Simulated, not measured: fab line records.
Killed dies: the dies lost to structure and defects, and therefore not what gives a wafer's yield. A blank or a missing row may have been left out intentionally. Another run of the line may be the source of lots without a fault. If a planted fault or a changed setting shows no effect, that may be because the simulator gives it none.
Matching of chambers / flow n5-finfet / N5_BEOL_M3_ETCH_63 on rie-diel-05 has 4 sister chambers
The step etches SiARC in CF4, target depth 15.6 nm, time 26 s. 8 wafers are shown with their chamber, then 11 later ones without.

WAFERS PAIRED WITH THEIR CHAMBERS
wafer=L076.2; chamber=1; drypump-motor-current-A (A)=5.8; showerhead-plenum-p-Torr (Torr)=2.19
wafer=L085.5; chamber=3; drypump-motor-current-A (A)=5.2; showerhead-plenum-p-Torr (Torr)=2.16
wafer=L086.1; chamber=3; drypump-motor-current-A (A)=5.2; showerhead-plenum-p-Torr (Torr)=2.16
wafer=L086.5; chamber=2; drypump-motor-current-A (A)=5.1; showerhead-plenum-p-Torr (Torr)=2.24
wafer=L088.1; chamber=2; drypump-motor-current-A (A)=5.1; showerhead-plenum-p-Torr (Torr)=2.24
wafer=L088.3; chamber=0; drypump-motor-current-A (A)=6.0; showerhead-plenum-p-Torr (Torr)=2.15
wafer=L088.6; chamber=0; drypump-motor-current-A (A)=6.0; showerhead-plenum-p-Torr (Torr)=2.15
wafer=L089.3; chamber=1; drypump-motor-current-A (A)=5.9; showerhead-plenum-p-Torr (Torr)=2.18

WAFERS WITH NO CHAMBER GIVEN
wafer=L089.4; drypump-motor-current-A (A)=5.2; showerhead-plenum-p-Torr (Torr)=2.16
wafer=L089.6; drypump-motor-current-A (A)=5.8; showerhead-plenum-p-Torr (Torr)=2.18
wafer=L092.2; drypump-motor-current-A (A)=5.8; showerhead-plenum-p-Torr (Torr)=2.18
wafer=L092.4; drypump-motor-current-A (A)=5.2; showerhead-plenum-p-Torr (Torr)=2.16
wafer=L092.5; drypump-motor-current-A (A)=5.9; showerhead-plenum-p-Torr (Torr)=2.18
wafer=L095.1; drypump-motor-current-A (A)=5.2; showerhead-plenum-p-Torr (Torr)=2.16
wafer=L095.3; drypump-motor-current-A (A)=6.0; showerhead-plenum-p-Torr (Torr)=2.14
wafer=L095.5; drypump-motor-current-A (A)=5.8; showerhead-plenum-p-Torr (Torr)=2.18
wafer=L096.2; drypump-motor-current-A (A)=5.9; showerhead-plenum-p-Torr (Torr)=2.18
wafer=L096.4; drypump-motor-current-A (A)=5.2; showerhead-plenum-p-Torr (Torr)=2.16
wafer=L096.6; drypump-motor-current-A (A)=5.2; showerhead-plenum-p-Torr (Torr)=2.16

EACH ONE'S CHAMBER
wafer=L089.4; from the rows above=3; in truth=3
wafer=L089.6; from the rows above=1; in truth=1
wafer=L092.2; from the rows above=1; in truth=1
wafer=L092.4; from the rows above=3; in truth=3
wafer=L092.5; from the rows above=1; in truth=1
wafer=L095.1; from the rows above=3; in truth=3
wafer=L095.3; from the rows above=0; in truth=0
wafer=L095.5; from the rows above=1; in truth=1
wafer=L096.2; from the rows above=1; in truth=1
wafer=L096.4; from the rows above=3; in truth=3
wafer=L096.6; from the rows above=3; in truth=3
11 of 11 placed correctly. Not placeable from these rows: 0. Placed wrongly: 0.
How it was worked out, from the rows above alone: a wafer's distance from a chamber is the root of the sum, over the readings, of the square of ((its reading less the chamber's mean) divided by the reading's scatter). If the next closest chamber is less than 2 further off than the closest, the wafer can't be placed; otherwise it belongs to the closest. Each chamber's mean is taken over the wafers shown for it. The scatter: take each reading less its chamber's mean, square it, sum over the shown wafers, divide by the number of wafers less the number of chambers, and take the root.
